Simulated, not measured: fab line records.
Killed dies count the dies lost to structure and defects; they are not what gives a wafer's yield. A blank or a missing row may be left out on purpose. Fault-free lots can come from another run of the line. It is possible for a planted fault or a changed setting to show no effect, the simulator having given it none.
What tool caused it? + flow n5 finfet + 11 lots, 33 wafers sampled, at 1 step of a route of 1938

WHAT THE GAUGES READ, wafer by wafer
N5_BEOL_M14_INSPECT_12: inspects for defects (macro).
| lot  | measured     | on                | raw defect count |
|------|--------------|-------------------|------------------|
| L237 | day 11 18:11 | defect inspect-01 | 0 3 3            |
| L240 | day 12 16:53 | defect inspect-01 | 1 3 3            |
| L243 | day 12 18:26 | defect inspect-01 | 4 2 2            |
| L242 | day 12 19:48 | defect inspect-01 | 1 3 0            |
| L247 | day 14 03:10 | defect inspect-02 | 1 2 1            |
| L249 | day 15 07:20 | defect inspect-02 | 2 2 1            |
| L251 | day 15 09:30 | defect inspect-02 | 1 2 1            |
| L255 | day 16 00:42 | defect inspect-02 | 3 0 3            |
| L257 | day 16 23:31 | defect inspect-02 | 1 2 0            |
| L259 | day 17 11:16 | defect inspect-01 | 3 4 1            |
| L260 | day 18 04:44 | defect inspect-01 | 0 1 3            |

WHAT TOOL EACH LOT RAN ON (gives the tool, then ch and the chambers of the sampled wafers, and finally the start)
There is no process step in the record ahead of these readings.

THE ANSWER, worked out from the rows above alone
Rule: the usual values come from the lots themselves. Put in order of their means at a reading, lots are off if they are a third of the lots or fewer, leave a main group of 4 or more, and stand apart from it by a gap of 3 or more times the standard deviation of the main group's means; of several such gaps the widest counts. Not used: any main group whose means are identical at the precision the tables above print for the reading. A lot without any number at a reading at which 4 lots or more have one is off too. Any other lot the step has rows for is counted as sound.
Across all readings shown, no lot is off: no conclusion can be drawn from this.

WHAT THE SIMULATOR HAD PUT IN
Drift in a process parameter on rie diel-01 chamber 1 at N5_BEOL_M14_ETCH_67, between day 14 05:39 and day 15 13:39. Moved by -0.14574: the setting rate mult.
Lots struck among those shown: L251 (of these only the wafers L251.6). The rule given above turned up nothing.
